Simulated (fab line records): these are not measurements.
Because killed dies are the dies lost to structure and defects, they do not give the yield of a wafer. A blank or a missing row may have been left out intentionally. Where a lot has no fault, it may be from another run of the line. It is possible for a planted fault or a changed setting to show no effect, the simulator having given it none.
Matching of chambers | flow nand-harc | NHARC_A_STAIRCASE_TRIM_229 on rie-diel-08 has 4 sister chambers
The step chemistry O2, time 211.2 s. 8 wafers are shown with their chamber, then 11 later ones without.

EACH WAFER AND ITS CHAMBER
wafer  | chamber | drypump-motor-current-A (A) | showerhead-plenum-p-Torr (Torr)
L083.5 | 0       | 5.8                         | 3.28
L084.2 | 0       | 5.8                         | 3.28
L085.4 | 3       | 6.3                         | 3.65
L085.5 | 2       | 5.9                         | 3.61
L086.1 | 1       | 5.5                         | 3.39
L086.3 | 3       | 6.4                         | 3.65
L086.4 | 1       | 5.5                         | 3.39
L088.1 | 2       | 5.9                         | 3.60

WAFERS WITH NO CHAMBER GIVEN
wafer  | drypump-motor-current-A (A) | showerhead-plenum-p-Torr (Torr)
L088.5 | 5.5                         | 3.39
L088.6 | 6.0                         | 3.60
L092.2 | 5.8                         | 3.27
L092.3 | 5.4                         | 3.39
L092.5 | 6.3                         | 3.64
L094.2 | 5.7                         | 3.81
L094.3 | 5.9                         | 3.59
L094.5 | 5.9                         | 3.60
L096.1 | 6.4                         | 3.64
L096.3 | 5.5                         | 3.38
L096.4 | 5.8                         | 3.80

EACH ONE'S CHAMBER
wafer  | from the rows above | in truth
L088.5 | 1                   | 1
L088.6 | 2                   | 2
L092.2 | 0                   | 0
L092.3 | 1                   | 1
L092.5 | 3                   | 3
L094.2 | 3                   | 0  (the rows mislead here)
L094.3 | 2                   | 2
L094.5 | 2                   | 2
L096.1 | 3                   | 3
L096.3 | 1                   | 1
L096.4 | 3                   | 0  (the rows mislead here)
Correct placement for 9 of the 11. Left unplaced by these rows: 0. Number placed wrongly: 2.
How it was worked out, from the rows above alone: a wafer's distance from a chamber is the root of the sum, over the readings, of the square of ((its reading less the chamber's mean) divided by the reading's scatter). The wafer belongs to the nearest chamber; if the next one is less than 2 further off, it can't be placed. The mean given for a chamber averages the wafers shown for that chamber. How the scatter is found: for the shown wafers, subtract from each reading the mean of its chamber, square and add these, divide the total by (wafers less chambers), then take the root.
